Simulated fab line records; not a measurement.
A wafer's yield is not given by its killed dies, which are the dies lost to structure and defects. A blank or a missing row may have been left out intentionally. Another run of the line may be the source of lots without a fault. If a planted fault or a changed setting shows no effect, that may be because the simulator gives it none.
Chamber matching || flow n5_finfet || N5_MOL_CONTACT_COAG_ETCH_110 on rie_diel-05: 4 sister chambers
The step etches Si in CF4/O2, target depth 2.5 nm, time 8 s. 8 wafers are shown with their chamber, then 9 later ones without.

EACH WAFER AND ITS CHAMBER
{"wafer": "L076.2", "chamber": 3, "drypump_motor_current_A (A)": 5.6, "rf_vpp_V (V)": 128}
{"wafer": "L077.5", "chamber": 3, "drypump_motor_current_A (A)": 5.5, "rf_vpp_V (V)": 129}
{"wafer": "L081.4", "chamber": 0, "drypump_motor_current_A (A)": 6.4, "rf_vpp_V (V)": 125}
{"wafer": "L083.5", "chamber": 0, "drypump_motor_current_A (A)": 6.4, "rf_vpp_V (V)": 125}
{"wafer": "L083.6", "chamber": 1, "drypump_motor_current_A (A)": 5.2, "rf_vpp_V (V)": 133}
{"wafer": "L084.2", "chamber": 2, "drypump_motor_current_A (A)": 5.2, "rf_vpp_V (V)": 127}
{"wafer": "L084.4", "chamber": 1, "drypump_motor_current_A (A)": 5.2, "rf_vpp_V (V)": 132}
{"wafer": "L084.6", "chamber": 2, "drypump_motor_current_A (A)": 5.2, "rf_vpp_V (V)": 126}

WAFERS MISSING THEIR CHAMBER
{"wafer": "L086.3", "drypump_motor_current_A (A)": 6.5, "rf_vpp_V (V)": 127}
{"wafer": "L086.4", "drypump_motor_current_A (A)": 5.6, "rf_vpp_V (V)": 127}
{"wafer": "L086.6", "drypump_motor_current_A (A)": 6.4, "rf_vpp_V (V)": 126}
{"wafer": "L093.1", "drypump_motor_current_A (A)": 5.6, "rf_vpp_V (V)": 128}
{"wafer": "L093.5", "drypump_motor_current_A (A)": 6.4, "rf_vpp_V (V)": 128}
{"wafer": "L093.6", "drypump_motor_current_A (A)": 5.2, "rf_vpp_V (V)": 132}
{"wafer": "L096.1", "drypump_motor_current_A (A)": 6.4, "rf_vpp_V (V)": 125}
{"wafer": "L096.3", "drypump_motor_current_A (A)": 5.5, "rf_vpp_V (V)": 127}
{"wafer": "L096.5", "drypump_motor_current_A (A)": 5.5, "rf_vpp_V (V)": 127}

CHAMBER TAKEN BY EACH
{"wafer": "L086.3", "from the rows above": 0, "in truth": 0}
{"wafer": "L086.4", "from the rows above": 3, "in truth": 3}
{"wafer": "L086.6", "from the rows above": 0, "in truth": 0}
{"wafer": "L093.1", "from the rows above": 3, "in truth": 3}
{"wafer": "L093.5", "from the rows above": 0, "in truth": 0}
{"wafer": "L093.6", "from the rows above": 1, "in truth": 1}
{"wafer": "L096.1", "from the rows above": 0, "in truth": 0}
{"wafer": "L096.3", "from the rows above": 3, "in truth": 3}
{"wafer": "L096.5", "from the rows above": 3, "in truth": 3}
Correct placement for 9 of the 9. Left unplaced by these rows: 0. Placed wrongly: 0.
How it was worked out, from the rows above alone: a wafer's distance from a chamber is the root of the sum, over the readings, of the square of ((its reading less the chamber's mean) divided by the reading's scatter). The wafer belongs to the nearest chamber; if the next one is less than 2 further off, it can't be placed. A chamber's mean is the mean of its shown wafers. The scatter: the root of (the sum of the squares of (reading less its chamber's mean) over the shown wafers, divided by (wafers less chambers)).
